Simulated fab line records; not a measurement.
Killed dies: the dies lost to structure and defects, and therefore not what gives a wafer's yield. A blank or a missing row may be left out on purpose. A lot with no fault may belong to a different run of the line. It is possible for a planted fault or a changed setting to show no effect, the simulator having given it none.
Chamber matching :: flow n5 finfet :: N5_MOL_CONTACT_COAG_ETCH_47 on rie diel-06: 3 sister chambers
The step etches SiNx in CH3F/O2, stops on W, target depth 27 nm. 18 wafers are shown with their chamber, then 8 later ones without.

== WAFERS, EACH WITH ITS CHAMBER ==
wafer: L078.1
chamber: 2
drypump motor current A (A): 5.5
rf vpp V (V): 308
throttle valve pct (%): 16.33

wafer: L078.5
chamber: 1
drypump motor current A (A): 6.0
rf vpp V (V): 300
throttle valve pct (%): 16.63

wafer: L078.6
chamber: 2
drypump motor current A (A): 5.5
rf vpp V (V): 307
throttle valve pct (%): 16.33

wafer: L082.3
chamber: 1
drypump motor current A (A): 6.0
rf vpp V (V): 300
throttle valve pct (%): 16.63

wafer: L082.4
chamber: 2
drypump motor current A (A): 5.5
rf vpp V (V): 307
throttle valve pct (%): 16.36

wafer: L082.6
chamber: 2
drypump motor current A (A): 5.5
rf vpp V (V): 307
throttle valve pct (%): 16.37

wafer: L083.2
chamber: 1
drypump motor current A (A): 6.0
rf vpp V (V): 299
throttle valve pct (%): 16.64

wafer: L083.4
chamber: 2
drypump motor current A (A): 5.5
rf vpp V (V): 307
throttle valve pct (%): 16.36

wafer: L083.6
chamber: 2
drypump motor current A (A): 5.4
rf vpp V (V): 307
throttle valve pct (%): 16.36

wafer: L085.1
chamber: 1
drypump motor current A (A): 6.0
rf vpp V (V): 300
throttle valve pct (%): 16.66

wafer: L085.2
chamber: 2
drypump motor current A (A): 5.4
rf vpp V (V): 307
throttle valve pct (%): 16.38

wafer: L085.5
chamber: 2
drypump motor current A (A): 5.4
rf vpp V (V): 307
throttle valve pct (%): 16.37

wafer: L087.1
chamber: 2
drypump motor current A (A): 5.4
rf vpp V (V): 306
throttle valve pct (%): 16.38

wafer: L087.4
chamber: 3
drypump motor current A (A): 6.5
rf vpp V (V): 283
throttle valve pct (%): 16.07

wafer: L087.5
chamber: 1
drypump motor current A (A): 6.0
rf vpp V (V): 298
throttle valve pct (%): 16.66

wafer: L090.3
chamber: 1
drypump motor current A (A): 6.0
rf vpp V (V): 298
throttle valve pct (%): 16.66

wafer: L090.4
chamber: 1
drypump motor current A (A): 6.0
rf vpp V (V): 300
throttle valve pct (%): 16.67

wafer: L090.6
chamber: 2
drypump motor current A (A): 5.4
rf vpp V (V): 306
throttle valve pct (%): 16.41

SIGNATURES (means of the wafers above)
reading: drypump motor current A
chamber 1: 6.000
chamber 2: 5.450
chamber 3: 6.500
scatter within a chamber: 0.0408

reading: rf vpp V
chamber 1: 299.29
chamber 2: 306.90
chamber 3: 283.00
scatter within a chamber: 0.745

reading: throttle valve pct
chamber 1: 16.6500
chamber 2: 16.3650
chamber 3: 16.0700
scatter within a chamber: 0.0211
Rule: a wafer lies at a distance from a chamber equal to the root of the sum of squares, over the readings, of (its reading less the chamber's mean, divided by the reading's scatter). The wafer belongs to the nearest chamber; if the next one is less than 2 further off, it can't be placed. The scatter: the root of (the sum of the squares of (reading less its chamber's mean) over the shown wafers, divided by (wafers less chambers)).

== WAFERS WITH NO CHAMBER GIVEN ==
wafer: L093.1
drypump motor current A (A): 6.0
rf vpp V (V): 302
throttle valve pct (%): 16.69

wafer: L093.4
drypump motor current A (A): 5.5
rf vpp V (V): 307
throttle valve pct (%): 16.42

wafer: L093.6
drypump motor current A (A): 6.0
rf vpp V (V): 300
throttle valve pct (%): 16.69

wafer: L094.2
drypump motor current A (A): 6.5
rf vpp V (V): 282
throttle valve pct (%): 16.10

wafer: L094.4
drypump motor current A (A): 5.5
rf vpp V (V): 307
throttle valve pct (%): 16.41

wafer: L094.5
drypump motor current A (A): 6.5
rf vpp V (V): 283
throttle valve pct (%): 16.07

wafer: L097.5
drypump motor current A (A): 6.5
rf vpp V (V): 283
throttle valve pct (%): 16.10

wafer: L097.6
drypump motor current A (A): 5.4
rf vpp V (V): 309
throttle valve pct (%): 16.42

== WHICH CHAMBER EACH ONE RAN IN ==
wafer: L093.1
from the rows above: 1
in truth: 1

wafer: L093.4
from the rows above: 2
in truth: 2

wafer: L093.6
from the rows above: 1
in truth: 1

wafer: L094.2
from the rows above: 3
in truth: 3

wafer: L094.4
from the rows above: 2
in truth: 2

wafer: L094.5
from the rows above: 3
in truth: 3

wafer: L097.5
from the rows above: 3
in truth: 3

wafer: L097.6
from the rows above: 2
in truth: 2
Correct placement for 8 of the 8. Not placeable from these rows: 0. Number placed wrongly: 0.
